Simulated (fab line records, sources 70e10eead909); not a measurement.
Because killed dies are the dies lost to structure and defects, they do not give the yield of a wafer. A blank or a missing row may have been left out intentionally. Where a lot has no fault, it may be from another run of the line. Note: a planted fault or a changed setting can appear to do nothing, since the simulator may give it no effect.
Which tool is to blame? || flow nand_harc || 33 wafers from 11 lots sampled at 5 of the route's 1302 steps

## WHAT THE GAUGES READ, wafer by wafer
NHARC_THIN_TSV_INSPECT_40.
{"lot": "L610", "measured": "day 24 22:52", "on": "defect_inspect-02", "raw_defect_count": "611 656 596"}
{"lot": "L614", "measured": "day 25 04:46", "on": "defect_inspect-02", "raw_defect_count": "535 476 475"}
{"lot": "L616", "measured": "day 25 21:29", "on": "defect_inspect-01", "raw_defect_count": "509 477 629"}
{"lot": "L615", "measured": "day 26 00:39", "on": "defect_inspect-02", "raw_defect_count": "560 590 592"}
{"lot": "L622", "measured": "day 28 21:47", "on": "defect_inspect-01", "raw_defect_count": "498 543 425"}
{"lot": "L624", "measured": "day 29 17:40", "on": "defect_inspect-02", "raw_defect_count": "499 432 491"}
{"lot": "L625", "measured": "day 30 01:27", "on": "defect_inspect-02", "raw_defect_count": "743 677 547"}
{"lot": "L626", "measured": "day 31 05:19", "on": "defect_inspect-02", "raw_defect_count": "750 682 558"}
{"lot": "L628", "measured": "day 31 05:19", "on": "defect_inspect-01", "raw_defect_count": "1421 650 661"}
{"lot": "L629", "measured": "day 31 16:29", "on": "defect_inspect-02", "raw_defect_count": "615 724 1612"}
{"lot": "L633", "measured": "day 33 21:16", "on": "defect_inspect-01", "raw_defect_count": "478 750 520"}

## WHICH TOOL RAN EACH LOT (tool, then ch and the chambers of the sampled wafers, then the start)
{"lot": "L610", "NHARC_A_BONDPAD_DESCUM_11": "rie_diel-09 ch 0,1,3, day 23 21:18", "NHARC_A_BONDPAD_ETCH_24": "rie_diel-04 ch 1,3, day 24 19:21 or earlier", "NHARC_THIN_TSV_ETCH_36": "rie_metal-03 ch 0,1, day 24 19:21", "NHARC_THIN_TSV_STRIP_57": "wet_bench-08 ch 5,6,7, day 24 19:47"}
{"lot": "L614", "NHARC_A_BONDPAD_DESCUM_11": "rie_diel-09 ch 0,1,3, day 24 01:39", "NHARC_A_BONDPAD_ETCH_24": "rie_diel-04 ch 0,2,3, day 24 23:16 or earlier", "NHARC_THIN_TSV_ETCH_36": "rie_metal-03 ch 0,1, day 24 23:16", "NHARC_THIN_TSV_STRIP_57": "wet_bench-08 ch 4,6,7, day 24 23:43"}
{"lot": "L616", "NHARC_A_BONDPAD_DESCUM_11": "rie_diel-01 ch 1,2,3, day 24 14:59", "NHARC_A_BONDPAD_ETCH_24": "rie_diel-04 ch 1,2,3, day 25 14:30 or earlier", "NHARC_THIN_TSV_ETCH_36": "rie_metal-03 ch 0,1, day 25 14:30", "NHARC_THIN_TSV_STRIP_57": "wet_bench-08 ch 1,2,3, day 25 14:59"}
{"lot": "L615", "NHARC_A_BONDPAD_DESCUM_11": "rie_diel-04 ch 1,3, day 24 21:54", "NHARC_A_BONDPAD_ETCH_24": "rie_diel-04 ch 1,3, day 24 22:30", "NHARC_THIN_TSV_ETCH_36": "rie_metal-02 ch 0,1, day 25 19:05", "NHARC_THIN_TSV_STRIP_57": "wet_bench-08 ch 0,6,7, day 25 19:34"}
{"lot": "L622", "NHARC_A_BONDPAD_DESCUM_11": "rie_diel-09 ch 0,2,3, day 27 20:46", "NHARC_A_BONDPAD_ETCH_24": "rie_diel-04 ch 0,1,3, day 28 18:01 or earlier", "NHARC_THIN_TSV_ETCH_36": "rie_metal-02 ch 0,1, day 28 18:01", "NHARC_THIN_TSV_STRIP_57": "wet_bench-08 ch 4,5,7, day 28 18:28"}
{"lot": "L624", "NHARC_A_BONDPAD_DESCUM_11": "rie_diel-09 ch 0,1,3, day 28 13:39", "NHARC_A_BONDPAD_ETCH_24": "rie_diel-09 ch 0,1,3, day 29 12:09 or earlier", "NHARC_THIN_TSV_ETCH_36": "rie_metal-03 ch 0, day 29 12:09", "NHARC_THIN_TSV_STRIP_57": "wet_bench-10 ch 0,1,5, day 29 12:35"}
{"lot": "L625", "NHARC_A_BONDPAD_DESCUM_11": "rie_diel-09 ch 0,1,3, day 28 20:46", "NHARC_A_BONDPAD_ETCH_24": "rie_diel-09 ch 0,1,3, day 29 20:02 or earlier", "NHARC_THIN_TSV_ETCH_36": "rie_metal-01 ch 0,1, day 29 20:02", "NHARC_THIN_TSV_STRIP_57": "wet_bench-08 ch 3,6,7, day 29 20:29"}
{"lot": "L626", "NHARC_A_BONDPAD_DESCUM_11": "rie_diel-09 ch 1,3, day 29 23:40", "NHARC_A_BONDPAD_ETCH_24": "rie_diel-01 ch 0,1, day 30 00:15", "NHARC_THIN_TSV_ETCH_36": "rie_metal-01 ch 0, day 30 23:54", "NHARC_THIN_TSV_STRIP_57": "wet_bench-08 ch 0,5,7, day 31 00:22"}
{"lot": "L628", "NHARC_A_BONDPAD_DESCUM_11": "rie_diel-04 ch 0,2, day 30 01:16", "NHARC_A_BONDPAD_ETCH_24": "rie_diel-09 ch 1,3, day 31 01:16 or earlier", "NHARC_THIN_TSV_ETCH_36": "rie_metal-01 ch 0,1, day 31 01:16", "NHARC_THIN_TSV_STRIP_57": "wet_bench-08 ch 0,4,5, day 31 01:42"}
{"lot": "L629", "NHARC_A_BONDPAD_DESCUM_11": "rie_diel-09 ch 0,1, day 30 15:34", "NHARC_A_BONDPAD_ETCH_24": "rie_diel-09 ch 0,2, day 31 12:15 or earlier", "NHARC_THIN_TSV_ETCH_36": "rie_metal-03 ch 1, day 31 12:15", "NHARC_THIN_TSV_STRIP_57": "wet_bench-08 ch 3,4,5, day 31 12:43"}
{"lot": "L633", "NHARC_A_BONDPAD_DESCUM_11": "rie_diel-09 ch 0,1, day 32 18:08", "NHARC_A_BONDPAD_ETCH_24": "rie_diel-09 ch 1,3, day 33 15:23 or earlier", "NHARC_THIN_TSV_ETCH_36": "rie_metal-02 ch 0,1, day 33 15:23", "NHARC_THIN_TSV_STRIP_57": "wet_bench-10 ch 5,6,7, day 33 15:51"}
- NHARC_A_BONDPAD_DESCUM_11: chemistry O2, time 3 s.
- NHARC_A_BONDPAD_ETCH_24: etches the open film in CF4/N2, target depth 30 nm, time 72.99 s.
- NHARC_THIN_TSV_ETCH_36: etches the open film in Cl2/BCl3, target depth 65 nm, time 18.571 s.
- NHARC_THIN_TSV_STRIP_57: strips in post etch residue remover, time 1200 s.

## THE ANSWER, worked out from the rows above alone
Rule: usual is defined by the lots themselves. Put in order of their means at a reading, lots are off if they are a third of the lots or fewer, leave a main group of 4 or more, and stand apart from it by a gap of 3 or more times the standard deviation of the main group's means; of several such gaps the widest counts. A main group is skipped when, at the precision printed for the reading in the tables above, its means are all equal. Also off: a lot with no number at a reading for which 4 or more lots have one. The other lots that the step has rows for count as sound.
Off at NHARC_THIN_TSV_INSPECT_40 (raw_defect_count): L628, L629. Mean 567 and standard deviation 68 in the main group.
A tool fits if, at a process step before that reading, it ran every lot that is off, and no sound lot after the first of them. The gauges at NHARC_THIN_TSV_INSPECT_40 are tried like those tools. With no start given for some of its lots, NHARC_A_BONDPAD_ETCH_24 uses the hours and lot order of NHARC_THIN_TSV_ETCH_36. One candidate fits, namely wet_bench-08 at NHARC_THIN_TSV_STRIP_57. A fault onset in the window from L626 (day 31 00:22, its last sound lot) to L628 (day 31 01:42, its first lot off) fits.

## WHAT THE SIMULATOR PUT IN
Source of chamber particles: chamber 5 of wet_bench-08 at NHARC_THIN_TSV_STRIP_57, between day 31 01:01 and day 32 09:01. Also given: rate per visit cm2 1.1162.
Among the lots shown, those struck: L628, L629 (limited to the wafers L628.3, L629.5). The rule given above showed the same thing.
